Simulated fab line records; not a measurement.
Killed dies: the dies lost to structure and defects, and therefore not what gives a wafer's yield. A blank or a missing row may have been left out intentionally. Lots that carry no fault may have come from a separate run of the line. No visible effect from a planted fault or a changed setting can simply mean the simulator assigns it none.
One fault through the eyes of 3 desks | flow nand_harc | each desk holds nothing but its own numbers, with what lay behind them at the end

== THE DEFECT DESK ==
Counts from the inspections along the route, per lot, as means over the sampled wafers that have a number. Any lot whose mean is over 4 standard deviations away from the usual mean is out of limits and marked OUT; that distance is given in the brackets.
Columns: A = raw_defect_count at NHARC_P_GATE_INSPECT_28, usual 6
lot  | first seen here | A
L800 | day 4 22:47     | 6
L802 | day 5 20:44     | 7
L810 | day 9 11:47     | 8
L812 | day 9 23:54     | 5
L817 | day 12 07:07    | 4
L822 | day 14 08:19    | 6
This desk's verdict: no lot among the 6 shows anything out of limits.

== AT THE TOOL OWNER'S DESK: rie_si-01 ==
The tool's own readings at NHARC_P_GATE_ETCH_32 (etches the open film in HBr/Cl2, target depth 150 nm, time 100.1 s): means of the sampled wafers that have a number, for each lot that ran on this tool. Any lot whose mean is over 4 standard deviations away from the usual mean is out of limits and marked OUT; that distance is given in the brackets.
Columns: A = bias_w at NHARC_P_GATE_ETCH_32, usual 100.01 W; B = chamber_pressure_mTorr at NHARC_P_GATE_ETCH_32, usual 14.999 mTorr; C = drypump_motor_current_A at NHARC_P_GATE_ETCH_32, usual 5.9 A; D = mfc_cl2_sccm at NHARC_P_GATE_ETCH_32, usual 50.00 sccm; E = oes_product_au at NHARC_P_GATE_ETCH_32, usual 1.000 a.u.; F = throttle_valve_pct at NHARC_P_GATE_ETCH_32, usual 26.406 %
lot  | first seen here | A      | B      | C   | D               | E     | F
L802 | day 5 21:18     | 100.47 | 15.008 | 5.9 | 49.92           | 1.006 | 26.416
L810 | day 9 12:19     | 100.28 | 14.990 | 6.1 | 46.76 (-22) OUT | 0.993 | 26.205 (-21) OUT
L812 | day 10 00:26    | 99.93  | 14.993 | 5.9 | 46.71 (-22) OUT | 0.998 | 26.206 (-21) OUT
This desk's verdict: out of limits on L810, L812, starting with L810 at day 9 12:19 (mfc_cl2_sccm at NHARC_P_GATE_ETCH_32). L802: within limits.

== METROLOGY DESK ==
Means of the sampled wafers that have a number, per lot and without regard to the tool the lot ran on: this is what the gauges read. Any lot whose mean is over 4 standard deviations away from the usual mean is out of limits and marked OUT; that distance is given in the brackets.
Columns: A = cd_nm at NHARC_P_GATE_CD_MEAS_26, usual 120.3 nm; B = overlay_x_nm at NHARC_P_GATE_OVL_MEAS_27, usual 0.1 nm; C = overlay_y_nm at NHARC_P_GATE_OVL_MEAS_27, usual 0.3 nm
lot  | first seen here | A     | B    | C
L800 | day 4 22:40     | 120.2 | 1.3  | 0.2
L802 | day 5 20:37     | 120.6 | -0.0 | -1.1
L810 | day 9 11:40     | 119.9 | -0.2 | -0.2
L812 | day 9 23:47     | 119.9 | -1.3 | 1.1
L817 | day 12 06:59    | 120.0 | -0.3 | -0.4
L822 | day 14 08:12    | 120.3 | 0.0  | -0.5
This desk's verdict: no lot among the 6 shows anything out of limits.

== ALL TOGETHER ==
An alarm could have come from the tool owner's desk at day 9 12:19, on L810, L812.
Nothing the defect desk looked at was out of limits.
At the metrology desk, nothing out of limits was observed.
The defect desk has L810, L812 on record, within its limits.
The metrology desk has L810, L812 on record, within its limits.
On rie_si-01, each named lot ran NHARC_P_GATE_ETCH_32.

== WHAT HAD BEEN PUT IN BY THE SIMULATOR ==
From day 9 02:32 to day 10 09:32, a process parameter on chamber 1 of rie_si-01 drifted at NHARC_P_GATE_ETCH_32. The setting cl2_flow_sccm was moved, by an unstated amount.
Lots struck among those shown: L810, L812.
Delay in hours, fault start to first out-of-limits reading, by desk: the tool owner's desk at 10.
